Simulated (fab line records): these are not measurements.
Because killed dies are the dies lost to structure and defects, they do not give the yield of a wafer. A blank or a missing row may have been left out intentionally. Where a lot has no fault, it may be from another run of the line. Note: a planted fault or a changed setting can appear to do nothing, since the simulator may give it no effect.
Which tool was responsible?    flow n5Finfet    10 lots with 29 wafers sampled at 2 steps, on a route of 1938 steps

WHAT THE GAUGES SHOWED, per wafer
N5_BEOL_M3_CD_MEAS_11: the cd target is 17.05 nm.
lot   measured      on        cdNm (nm)
L630  day 7 05:10   cdSem-02  16.85 17.20
L631  day 7 15:13   cdSem-03  17.49 17.16 17.13
L632  day 7 20:17   cdSem-03  16.69 17.17 16.69
L634  day 8 06:13   cdSem-02  17.03 16.77 16.64
L637  day 8 20:53   cdSem-03  16.92 17.18 17.15
L642  day 10 14:56  cdSem-02  17.03 17.03 16.96
L643  day 11 01:45  cdSem-01  17.38 16.46 17.22
L647  day 11 10:43  cdSem-01  17.28 16.86 17.21
L648  day 11 18:08  cdSem-03  17.30 17.20 16.84
L651  day 12 16:09  cdSem-02  17.41 17.03 17.20

WHICH TOOL RAN EACH LOT (tool, then ch and the chambers of the sampled wafers, then the start)
lot   N5_BEOL_M3_ILD_DEP_00
L630  pecvd-04 ch 0,1, day 7 02:00
L631  pecvd-03 ch 1,2, day 7 13:07
L632  pecvd-02 ch 0,1,2, day 7 19:23
L634  pecvd-02 ch 0,2, day 8 04:56
L637  pecvd-03 ch 0,1, day 8 19:19
L642  pecvd-04 ch 0,2, day 10 12:48
L643  pecvd-04 ch 0,1, day 10 23:14
L647  pecvd-03 ch 0,2, day 11 09:43
L648  pecvd-04 ch 1,2, day 11 13:53
L651  pecvd-02 ch 0,1,2, day 12 15:09
- N5_BEOL_M3_ILD_DEP_00: deposits SiOC from DEMS/O2, target thk 79 nm, time 15.3 s.

THE ANSWER, worked out from the rows above alone
Rule: the usual values come from the lots themselves. The widest of any qualifying gaps counts: lots, ordered by their means at a reading, are off when they make up no more than a third of the lots, leave a main group of 4 or more, and stand apart from it by 3 or more times the standard deviation of that group's means. The tables above print the reading to a certain number of digits; a main group whose means all agree to those digits is not used. A lot without any number at a reading at which 4 lots or more have one is off too. Where the step has rows for the other lots, those lots are counted as sound.
Across all readings shown, no lot is off: no conclusion can be drawn from this.

WHAT WAS PUT IN BY THE SIMULATOR
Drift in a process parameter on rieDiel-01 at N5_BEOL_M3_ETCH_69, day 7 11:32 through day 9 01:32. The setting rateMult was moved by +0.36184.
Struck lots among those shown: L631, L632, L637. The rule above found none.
